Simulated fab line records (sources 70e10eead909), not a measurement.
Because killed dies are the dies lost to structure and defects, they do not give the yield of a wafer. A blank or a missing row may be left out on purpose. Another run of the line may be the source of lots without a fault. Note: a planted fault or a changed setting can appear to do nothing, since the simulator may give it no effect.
Matching of chambers :: flow nand-harc :: NHARC_A_STAIRCASE_CMP_152 on cmp-02 has 4 sister chambers
The step polishes. 8 wafers are shown with their chamber, then 12 later ones without.

## WAFERS, EACH WITH ITS CHAMBER
wafer: L081.4
chamber: 0
motor-current-A (A): 13.7

wafer: L086.6
chamber: 1
motor-current-A (A): 10.7

wafer: L087.3
chamber: 1
motor-current-A (A): 10.8

wafer: L087.4
chamber: 0
motor-current-A (A): 13.9

wafer: L087.5
chamber: 3
motor-current-A (A): 11.9

wafer: L094.1
chamber: 2
motor-current-A (A): 10.5

wafer: L094.5
chamber: 2
motor-current-A (A): 10.4

wafer: L094.6
chamber: 3
motor-current-A (A): 11.6

## WAFERS WITH NO CHAMBER GIVEN
wafer: L097.3
motor-current-A (A): 12.1

wafer: L097.4
motor-current-A (A): 10.3

wafer: L097.6
motor-current-A (A): 13.5

wafer: L097.1
motor-current-A (A): 10.8

wafer: L097.2
motor-current-A (A): 13.4

wafer: L097.5
motor-current-A (A): 12.6

wafer: L096.2
motor-current-A (A): 13.3

wafer: L096.5
motor-current-A (A): 11.8

wafer: L096.6
motor-current-A (A): 14.3

wafer: L095.1
motor-current-A (A): 14.3

wafer: L095.2
motor-current-A (A): 10.4

wafer: L095.6
motor-current-A (A): 13.9

## WHICH CHAMBER EACH WENT THROUGH
wafer: L097.3
from the rows above: 3
in truth: 3

wafer: L097.4
from the rows above: 2
in truth: 2

wafer: L097.6
from the rows above: 0
in truth: 0

wafer: L097.1
from the rows above: 1
in truth: 1

wafer: L097.2
from the rows above: 0
in truth: 0

wafer: L097.5
from the rows above: 3
in truth: 3

wafer: L096.2
from the rows above: 0
in truth: 0

wafer: L096.5
from the rows above: 3
in truth: 3

wafer: L096.6
from the rows above: 0
in truth: 0

wafer: L095.1
from the rows above: 0
in truth: 0

wafer: L095.2
from the rows above: 2
in truth: 2

wafer: L095.6
from the rows above: 0
in truth: 0
Placed correctly: 12 of 12. Number that these rows cannot place: 0. Wrongly placed: 0.
How it was worked out, from the rows above alone: a wafer's distance from a chamber is the root of the sum, over the readings, of the square of ((its reading less the chamber's mean) divided by the reading's scatter). If the next closest chamber is less than 2 further off than the closest, the wafer can't be placed; otherwise it belongs to the closest. The mean given for a chamber averages the wafers shown for that chamber. The scatter is the square root of a quotient: the sum, over the shown wafers, of each reading's squared deviation from its chamber's mean, divided by wafers minus chambers.
